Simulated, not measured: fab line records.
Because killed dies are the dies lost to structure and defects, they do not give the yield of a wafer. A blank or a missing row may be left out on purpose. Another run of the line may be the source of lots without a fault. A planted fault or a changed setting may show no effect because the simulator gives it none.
fab line records | flow nand_harc
record lots=4 | wafers=12 | last_day=31
route steps=1302 shown A_CHANNEL_HOLE_D2@576 A_CHANNEL_FILL_D2@610 END@1302
lots untouched by any fault: they come from a run of this same line in which no faults occurred
start_h: the number of hours between the record's first day and the start of the first shown wafer of the lot | wait_h: time in hours since the lot's previous step | " the same as in the row above | L1.1+2: a row that stands for several wafers | - value missing, or start not given | * or withheld: withheld | < > ~ a bound
route shown NAME@n: NAME is a module with steps in the file, n the number in the route of the first one | usual: average and standard deviation across the fault-free wafers | same: alike in all rows | chamber/n: place in a boat | sites: readings site by site | _std_site: the standard deviation of these | _edge_site: the outer-site mean with the inner-site mean subtracted | radius_mm: for every site, how far away it sits from the centre of the wafer | mask NAME#n: copy n | behind: the last tool/chamber to shape the wafer | hold: the reason the lot was held/the length of the hold in hours/how it ended | device: the n, p or np transistor that did not switch | end of line: the tests these same wafers got at the end of their route | a step without rows: its recipe alone | killed: dies lost to structure and defects at the first sort, not the wafer's yield | map: dies across one wafer; x = killed, . = not, _ = none there
set.NAME: the setting that was run; set.NAME@STEP: the one run at that earlier step | model.NAME: the simulator's own value behind a step, which no gauge read
a table for each step, a row for each wafer; lots at some steps of the route
services: when a tool's chamber went out of use (start_h, in hours from the record's first day, below 0 if earlier), for how many hours, and the reason
## steps
# step NHARC_A_CHANNEL_HOLE_D2_COAT_04
# recipe spin_rpm=1500 | resist_thk_nm=90
# step NHARC_A_CHANNEL_HOLE_D2_SOFTBAKE_05
# recipe temp_c=105 | time_s=55
# step NHARC_A_CHANNEL_HOLE_D2_EBR_06
# step NHARC_A_CHANNEL_HOLE_D2_EXPOSE_07
# recipe na=1.35 | target_cd_nm=100 | sigma_outer=0.3 | dose_mj=59.65 | mask_id=HOLE_D2
# step NHARC_A_CHANNEL_HOLE_D2_PEB_08
# recipe peb_temp_c=100 | peb_time_s=65
# step NHARC_A_CHANNEL_HOLE_D2_DEVELOP_09
# recipe develop_time_s=35 | dev_temp_c=23
# step NHARC_A_CHANNEL_HOLE_D2_DESCUM_15
# recipe time_s=3 | o2_flow_sccm=200 | ar_flow_sccm=0 | bias_power_w=0 | chemistry=O2
# step NHARC_A_CHANNEL_HOLE_D2_ETCH_38
# recipe target_depth_a=390 | over_etch_frac=0.3 | time_s=65 | ion_energy_ev=80 | cf4_flow_sccm=150 | ar_flow_sccm=0 | rf_w=300 | bias_w=100 | chemistry=CF4
# step NHARC_A_CHANNEL_HOLE_D2_ETCH_39
# recipe target_depth_a=2600 | over_etch_frac=0.3 | time_s=325 | ion_energy_ev=200 | n2_flow_sccm=150 | h2_flow_sccm=150 | ar_flow_sccm=0 | rf_w=400 | bias_w=150 | chemistry=N2/H2
# step NHARC_A_CHANNEL_HOLE_D2_ETCH_34
# recipe target_depth_a=1540 | time_s=77 | cf4_flow_sccm=100 | chf3_flow_sccm=30 | ar_flow_sccm=0 | rf_w=500 | bias_w=200 | chemistry=CF4/CHF3
# usual drypump_motor_current_A=5.7/0.45 | oes_product_au=0.956/0.017 | rf_vpp_V=371.4/2.2 | showerhead_plenum_p_Torr=1.59/0.064 | throttle_valve_pct=16.803/0.0095
lot.wafer | tool        | chamber | start_h | wait_h | drypump_motor_current_A | oes_product_au | rf_hours_counter_h | rf_vpp_V | showerhead_plenum_p_Torr | throttle_valve_pct
L498.1    | rie_diel-07 | 1       | 315.40  | -      | 5.1                     | 0.955          | 0.3                | 373.1    | 1.68                     | 16.807
L498.2    | "           | 2       | "       | "      | 6.4                     | 0.952          | 0.3                | 369.0    | 1.53                     | 16.796
L498.6    | "           | 1       | "       | "      | 5.1                     | 0.949          | -                  | 373.5    | 1.68                     | 16.815
L509.1    | rie_diel-07 | 2       | 438.54  | -      | 6.4                     | 0.956          | 6.7                | 369.8    | 1.52                     | 16.810
L509.3    | "           | 3       | "       | "      | 6.1                     | 0.978          | 7.7                | 373.2    | 1.59                     | 16.818
L509.4    | "           | 0       | "       | "      | 5.5                     | 0.955          | 7.2                | 373.4    | 1.63                     | 16.796
L512.2    | rie_diel-07 | 2       | 448.84  | -      | 6.5                     | 0.936          | 7.8                | 368.8    | 1.52                     | 16.789
L512.1    | "           | 0       | "       | "      | 5.5                     | 0.968          | 7.9                | 372.7    | 1.64                     | 16.789
L512.4    | "           | 1       | "       | "      | 5.2                     | 0.939          | 7.3                | 374.0    | 1.67                     | 16.816
L514.2    | rie_diel-11 | 1       | 476.78  | -      | 5.9                     | 0.981          | 2.2                | 371.3    | 1.66                     | 16.799
L514.5    | "           | 1       | "       | "      | 5.9                     | 0.981          | -                  | 373.9    | 1.66                     | 16.797
L514.6    | "           | 2       | "       | "      | 5.1                     | 0.962          | -                  | 372.3    | 1.68                     | 16.801
# step NHARC_A_CHANNEL_HOLE_D2_ETCH_16
# recipe target_depth_a=31000 | over_etch_frac=0.3 | time_s=806 | ion_energy_ev=150 | o2_flow_sccm=400 | cos_flow_sccm=20 | ar_flow_sccm=0 | rf_w=500 | bias_w=300 | chemistry=O2/COS
# step NHARC_A_CHANNEL_HOLE_D2_ETCH_19
# recipe bias_v=1200 | source_w=2500 | pressure_mtorr=15 | time_s=34.5 | ar_flow_sccm=375 | c4f8_flow_sccm=28.8 | o2_flow_sccm=96.2 | temp_c=-20 | target_depth_a=* | chemistry=C4F8/O2/Ar
# step NHARC_A_CHANNEL_HOLE_D2_ETCH_20
# recipe bias_v=3000 | source_w=withheld | pressure_mtorr=20 | time_s=361.9 | ar_flow_sccm=375 | c4f8_flow_sccm=89.3 | o2_flow_sccm=35.7 | temp_c=-20 | target_depth_a=16000 | chemistry=C4F8/O2/Ar
# step NHARC_A_CHANNEL_HOLE_D2_ETCH_21
# recipe bias_v=3000 | source_w=withheld | pressure_mtorr=20 | time_s=514.3 | ar_flow_sccm=375 | c4f8_flow_sccm=89.3 | o2_flow_sccm=35.7 | temp_c=-20 | target_depth_a=16000 | chemistry=C4F8/O2/Ar
# step NHARC_A_CHANNEL_HOLE_D2_ETCH_22
# recipe bias_v=3000 | source_w=withheld | pressure_mtorr=20 | time_s=666.7 | ar_flow_sccm=375 | c4f8_flow_sccm=89.3 | o2_flow_sccm=35.7 | temp_c=-20 | target_depth_a=16000 | chemistry=C4F8/O2/Ar
# step NHARC_A_CHANNEL_HOLE_D2_ETCH_23
# recipe bias_v=5000 | source_w=withheld | pressure_mtorr=20 | time_s=819 | ar_flow_sccm=375 | c4f8_flow_sccm=89.3 | o2_flow_sccm=35.7 | temp_c=-20 | target_depth_a=16000 | chemistry=C4F8/O2/Ar
# step NHARC_A_CHANNEL_HOLE_D2_ETCH_24
# recipe bias_v=5000 | source_w=withheld | pressure_mtorr=20 | time_s=906.2 | ar_flow_sccm=375 | c4f8_flow_sccm=93.8 | o2_flow_sccm=31.2 | temp_c=-20 | target_depth_a=15000 | chemistry=C4F8/O2/Ar
# step NHARC_A_CHANNEL_HOLE_D2_ETCH_25
# recipe bias_v=5000 | source_w=withheld | pressure_mtorr=20 | time_s=1040.2 | ar_flow_sccm=375 | c4f8_flow_sccm=93.8 | o2_flow_sccm=31.2 | temp_c=-20 | target_depth_a=15000 | chemistry=C4F8/O2/Ar
# step NHARC_A_CHANNEL_HOLE_D2_ETCH_26
# recipe bias_v=300 | source_w=2000 | pressure_mtorr=30 | time_s=224.1 | ar_flow_sccm=375 | c4f8_flow_sccm=11.4 | o2_flow_sccm=113.6 | temp_c=-20 | target_depth_a=3000 | chemistry=C4F8/O2/Ar
# step NHARC_A_CHANNEL_HOLE_D2_ETCH_27
# recipe bias_v=400 | source_w=2000 | pressure_mtorr=25 | time_s=90 | ar_flow_sccm=375 | c4f8_flow_sccm=41.7 | o2_flow_sccm=83.3 | temp_c=-20 | target_depth_a=4000 | chemistry=C4F8/O2/Ar
# step NHARC_A_CHANNEL_HOLE_D2_STRIP_41
# recipe n2_flow_sccm=150 | h2_flow_sccm=150 | ar_flow_sccm=0 | bias_w=0 | chemistry=N2/H2
# step NHARC_A_CHANNEL_HOLE_D2_STRIP_42
# recipe cf4_flow_sccm=100 | chf3_flow_sccm=30 | ar_flow_sccm=0 | bias_w=0 | chemistry=CF4/CHF3
# step NHARC_A_CHANNEL_HOLE_D2_STRIP_43
# recipe o2_flow_sccm=400 | cos_flow_sccm=20 | ar_flow_sccm=0 | bias_w=0 | chemistry=O2/COS
# step NHARC_A_CHANNEL_HOLE_D2_ETCH_44
# recipe target_depth_a=1400 | overetch_a=140 | time_s=77 | ion_energy_ev=100 | cf4_flow_sccm=80 | o2_flow_sccm=20 | ar_flow_sccm=0 | rf_w=300 | bias_w=100 | chemistry=CF4/O2
# step NHARC_A_CHANNEL_HOLE_D2_STRIP_28
# recipe o2_flow_sccm=500 | ar_flow_sccm=0 | bias_w=0 | chemistry=O2
# step NHARC_A_CHANNEL_HOLE_D2_PRECLEAN_29
# recipe time_s=* | temp_c=50 | bath_age_min=0 | chemistry=SC1
# step NHARC_A_CHANNEL_HOLE_D2_SRD_30
# step NHARC_A_CHANNEL_HOLE_D2_XSEM_32
# recipe landing_energy_ev=35000
# step NHARC_A_CHANNEL_HOLE_D2_INSPECT_40
# usual raw_defect_count=261/72
lot.wafer | tool              | chamber | start_h | wait_h | raw_defect_count
L498.1    | defect_inspect-01 | -       | 321.85  | -      | 238
L498.2    | "                 | -       | "       | "      | 206
L498.6    | "                 | -       | "       | "      | 239
L509.1    | defect_inspect-01 | -       | 446.41  | -      | 223
L509.3    | "                 | -       | "       | "      | 260
L509.4    | "                 | -       | "       | "      | 1432
L512.1    | defect_inspect-01 | -       | 457.42  | -      | 1386
L512.2    | "                 | -       | "       | "      | 288
L512.4    | "                 | -       | "       | "      | 265
L514.2    | defect_inspect-02 | -       | 487.13  | -      | 307
L514.5    | "                 | -       | "       | "      | 361
L514.6    | "                 | -       | "       | "      | 230
# step NHARC_A_CHANNEL_FILL_D2_PRECLEAN_00
# recipe time_s=* | temp_c=50 | bath_age_min=0 | chemistry=SC1
# step NHARC_END_SORT_01
# recipe temp_c=25
# usual killed_at_array=49/19 | killed_at_other=0.9/1.1 | killed_at_periphery=4.0/2.7 | killed_dies=54/19 | killed_open=3.3/1.8 | killed_short=2.6/1.6
# same gross_dies=677
lot.wafer | tool      | chamber | start_h | wait_h | killed_at_array | killed_at_other | killed_at_periphery | killed_dies | killed_open | killed_short
L498.1    | prober-02 | 0       | 580.95  | 2.5    | 43              | 0               | 2                   | 45          | 4           | 5
L498.2    | prober-02 | 0       | 581.74  | 2.8    | 43              | 1               | 5                   | 49          | 1           | 2
L498.6    | prober-02 | 0       | 584.91  | 4.0    | 50              | 0               | 1                   | 51          | 1           | 2
L509.1    | prober-02 | 0       | 714.74  | 2.5    | 60              | 1               | 2                   | 63          | 3           | 4
L509.3    | prober-02 | 0       | 716.35  | 3.1    | 56              | 2               | 2                   | 60          | 3           | 2
L509.4    | prober-02 | 0       | 717.16  | 3.4    | 174             | 2               | 0                   | 176         | 0           | 4
L512.1    | prober-01 | 0       | 714.74  | 2.5    | 133             | 0               | 3                   | 136         | 1           | 3
L512.2    | prober-01 | 0       | 715.54  | 2.8    | 41              | 1               | 6                   | 48          | 3           | 2
L512.4    | prober-01 | 0       | 717.14  | 3.4    | 32              | 0               | 5                   | 37          | 3           | 4
L514.2    | prober-01 | 0       | 748.17  | 2.8    | 54              | 0               | 5                   | 59          | 5           | 1
L514.5    | prober-01 | 0       | 750.61  | 3.8    | 55              | 1               | 3                   | 59          | 6           | 2
L514.6    | prober-01 | 0       | 751.42  | 4.1    | 44              | 1               | 7                   | 52          | 3           | 5
# killed by level:class
L498.1 A_CHANNEL_HOLE_D2:chamber_film_flake=21 A_CHANNEL_HOLE_D1:chamber_film_flake=3 A_CHANNEL_FILL_D1:chamber_film_flake=3 A_CONTACT:chamber_film_flake=3 A_ONON_D1:geometric_particle:short=2 P_GATE:chamber_film_flake=2 A_DECK1_JOINT:chamber_film_flake=2 A_CHANNEL_HOLE_D1:geometric_particle:open=1
L498.2 A_CHANNEL_HOLE_D2:chamber_film_flake=32 P_GATE:chamber_film_flake=3 A_CHANNEL_FILL_D1:chamber_film_flake=3 A_CHANNEL_HOLE_D1:chamber_film_flake=2 A_CONTACT:chamber_film_flake=2 P_M0:geometric_particle:short=1 A_ONON_D1:geometric_particle:open=1 A_SGD_CUT:geometric_particle:short=1
L498.6 A_CHANNEL_HOLE_D2:chamber_film_flake=37 A_CONTACT:chamber_film_flake=5 A_CHANNEL_HOLE_D1:chamber_film_flake=2 A_CHANNEL_FILL_D1:chamber_film_flake=2 A_ONON_D1:geometric_particle:short=1 A_ONON_D2:geometric_particle:short=1 A_CONTACT:geometric_particle:open=1 P_GATE:chamber_film_flake=1
L509.1 A_CHANNEL_HOLE_D1:chamber_film_flake=19 A_SLIT:chamber_film_flake=17 A_CHANNEL_HOLE_D2:chamber_film_flake=12 A_CHANNEL_FILL_D1:geometric_particle:open=1 A_CHANNEL_FILL_D1:geometric_particle:short=1 A_CHANNEL_FILL_D2:geometric_particle:open=1 A_CHANNEL_FILL_D2:geometric_particle:short=1 A_WL_FILL:geometric_particle:short=1
L512.1 A_CHANNEL_HOLE_D2:unspecified=99 A_CHANNEL_HOLE_D2:chamber_film_flake=17 A_CONTACT:chamber_film_flake=4 P_CONTACT:chamber_film_flake=3 A_CHANNEL_HOLE_D1:chamber_film_flake=3 A_SLIT:chamber_film_flake=3 A_DECK1_JOINT:chamber_film_flake=2 A_ONON_D1:geometric_particle:short=1
L512.2 A_CHANNEL_HOLE_D2:chamber_film_flake=16 A_CHANNEL_HOLE_D1:chamber_film_flake=11 A_SLIT:chamber_film_flake=5 P_CONTACT:chamber_film_flake=3 A_STAIRCASE:chamber_film_flake=2 A_CONTACT:chamber_film_flake=2 P_CONTACT:geometric_particle:open=1 A_ONON_D1:geometric_particle:open=1
L509.3 A_CHANNEL_HOLE_D1:chamber_film_flake=28 A_SLIT:chamber_film_flake=15 A_CHANNEL_HOLE_D2:chamber_film_flake=5 A_BLC:geometric_particle:open=2 THIN_TSV:chamber_film_flake=2 P_M0:geometric_particle:open=1 A_CHANNEL_HOLE_D1:geometric_particle:short=1 A_CHANNEL_FILL_D2:geometric_particle:short=1
L512.4 A_CHANNEL_HOLE_D2:chamber_film_flake=20 A_CHANNEL_HOLE_D1:chamber_film_flake=5 P_CONTACT:geometric_particle:open=3 A_WL_FILL:geometric_particle:short=2 A_STAIRCASE:chamber_film_flake=2 P_M0:geometric_particle:short=1 A_ONON_D2:geometric_particle:short=1 P_CONTACT:chamber_film_flake=1
L509.4 A_CHANNEL_HOLE_D2:unspecified=102 A_SLIT:chamber_film_flake=31 A_CHANNEL_HOLE_D1:chamber_film_flake=19 A_CHANNEL_HOLE_D2:chamber_film_flake=16 A_ONON_D1:geometric_particle:short=2 THIN_TSV:chamber_film_flake=2 A_SOURCE_PLATE:geometric_particle:short=1 A_SGD_CUT:geometric_particle:short=1
L514.2 A_CHANNEL_HOLE_D1:chamber_film_flake=23 A_STAIRCASE:chamber_film_flake=7 A_CONTACT:chamber_film_flake=7 A_SLIT:chamber_film_flake=4 A_CHANNEL_HOLE_D2:chamber_film_flake=3 P_M0:geometric_particle:open=2 A_M0:geometric_particle:open=2 A_DECK1_JOINT:chamber_film_flake=2
L514.5 A_CHANNEL_HOLE_D1:chamber_film_flake=27 A_CHANNEL_HOLE_D2:chamber_film_flake=6 A_WL_FILL:chamber_film_flake=5 A_SLIT:chamber_film_flake=5 A_BLC:geometric_particle:open=2 A_STAIRCASE:chamber_film_flake=2 A_CONTACT:chamber_film_flake=2 P_M1:geometric_particle:short=1
L514.6 A_CHANNEL_HOLE_D1:chamber_film_flake=19 A_BONDPAD:chamber_film_flake=7 A_CONTACT:chamber_film_flake=6 A_SGD_CUT:geometric_particle:short=3 P_M2:chamber_film_flake=3 A_CHANNEL_HOLE_D2:chamber_film_flake=3 P_M0:geometric_particle:open=1 P_M1:geometric_particle:open=1
# map L509.4 (x killed, . not)
____________.____________
_________......._________
_______..........._______
______..x..........______
_____x..x..........._____
____.................____
____.................____
___...................___
___..x.....x..........___
__.....................__
__.....................__
_....................x.._
_..............x........_
_xx.................x..._
_.x............xxxx.x..._
_xx...........xxxxx....._
xx............xxx.xxx....
xx............xxxxxxx....
xxxxx.........xxxxxxxx...
xxx...........xxxxxx.....
xx.............xxxxxx..x.
_..........x.x.x..x....._
_........xxxxxxxx......._
_.......xxxxxxxxx......._
_........xxxxxxxx......._
_......xxxxxxxxxxx......_
__......xxxxxxxxx......__
__.......xxxxxxxxx.....__
___......xxxxxxxx.....___
___.....xxxxxxxxx.....___
____..x.xxxxxxxxx....____
____.....xxxxxxx.....____
_____.....xxxxxxx..._____
______x....xxx.x...______
_______.....x....._______
_________......._________
____________.____________
# map L512.1 (x killed, . not)
____________.____________
_________......._________
_______..........x_______
______..x..x.......______
_____............x.x_____
____......x.......x.x____
____..............xxx____
___..........x.....xxx___
___..........x......xx___
__...................xx__
__................xx.xx__
_....................x.._
_.....................x._
_......................._
_......................._
_......................._
.......................x.
x........................
.........................
.........................
...........x..........x..
_.........xxxxxxx......._
_.........xxxx.........._
_........xxxxxxxx......._
_........xxxxxxxx......._
_.......xxxxxxxxxx......_
__.x.....xxxxxxxx......__
__......xxxxxxxxx...x..__
___.....xxxxxxxxx.....___
___......xxxxxxxx...x.___
____....xxxxxxxxx....____
____......xxxxxx.....____
_____......xxxx.xx.._____
______..xx.xxxxx..x______
_______......x...._______
_________x.....x_________
____________.____________
## services
tool        | chamber | start_h | hours | kind
rie_diel-07 | -       | 294.20  | 9.0   | pm
rie_diel-07 | 0       | 294.20  | 9.0   | vent_cycle
rie_diel-07 | 1       | 294.20  | 9.0   | vent_cycle
rie_diel-07 | 2       | 294.20  | 9.0   | vent_cycle
rie_diel-07 | 3       | 294.20  | 9.0   | vent_cycle
rie_diel-07 | 0       | 303.20  | -     | clean
rie_diel-07 | 1       | 303.20  | -     | clean
rie_diel-07 | 2       | 303.20  | -     | clean
rie_diel-07 | 3       | 303.20  | -     | clean
rie_diel-07 | 0       | 306.84  | 2.5   | repair
rie_diel-07 | 0       | 327.70  | -     | clean
rie_diel-07 | 1       | 327.70  | -     | clean
rie_diel-07 | 2       | 327.70  | -     | clean
rie_diel-07 | 3       | 327.70  | -     | clean
rie_diel-07 | 0       | 352.20  | -     | clean
rie_diel-07 | 1       | 352.20  | -     | clean
rie_diel-07 | 2       | 352.20  | -     | clean
rie_diel-07 | 3       | 352.20  | -     | clean
rie_diel-11 | 2       | 362.29  | 1.3   | repair
rie_diel-07 | 0       | 376.70  | -     | clean
rie_diel-07 | 2       | 397.37  | 9.8   | repair
rie_diel-11 | -       | 432.50  | 9.0   | pm
rie_diel-07 | 0       | 457.18  | 24.8  | repair
rie_diel-07 | -       | 471.20  | 9.0   | pm
## key
first_sign step=NHARC_A_CHANNEL_HOLE_D2_INSPECT_40 | reading=raw_defect_count | direction=up | sigmas=16 | usual=261 | struck=1409
effect step=NHARC_END_SORT_01 | reading=killed_at_array | direction=up | sigmas=5.5 | usual=49 | struck=154
more_kills_born_at NHARC_A_CHANNEL_HOLE_D2_ETCH_34@rie_diel-07=201
met_at NHARC_A_CHANNEL_HOLE_D2_ETCH_34
struck_wafers L509.4,L512.1
tester_left_out L509,L512
fault kind=chamber_particle_source | tool=rie_diel-07 | chamber=0 | onset_h=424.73 | steps=NHARC_A_CHANNEL_HOLE_D2_ETCH_34 | rate_per_visit_cm2=1.7154 | end_h=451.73
# tester_left_out: of these lots the tester's yield and bins aren't shown, on N5 and GAA mostly nor the transistor test; their killed dies are dies lost to structure and defects alone, not to doping, threshold or leakage, so they don't give the yield
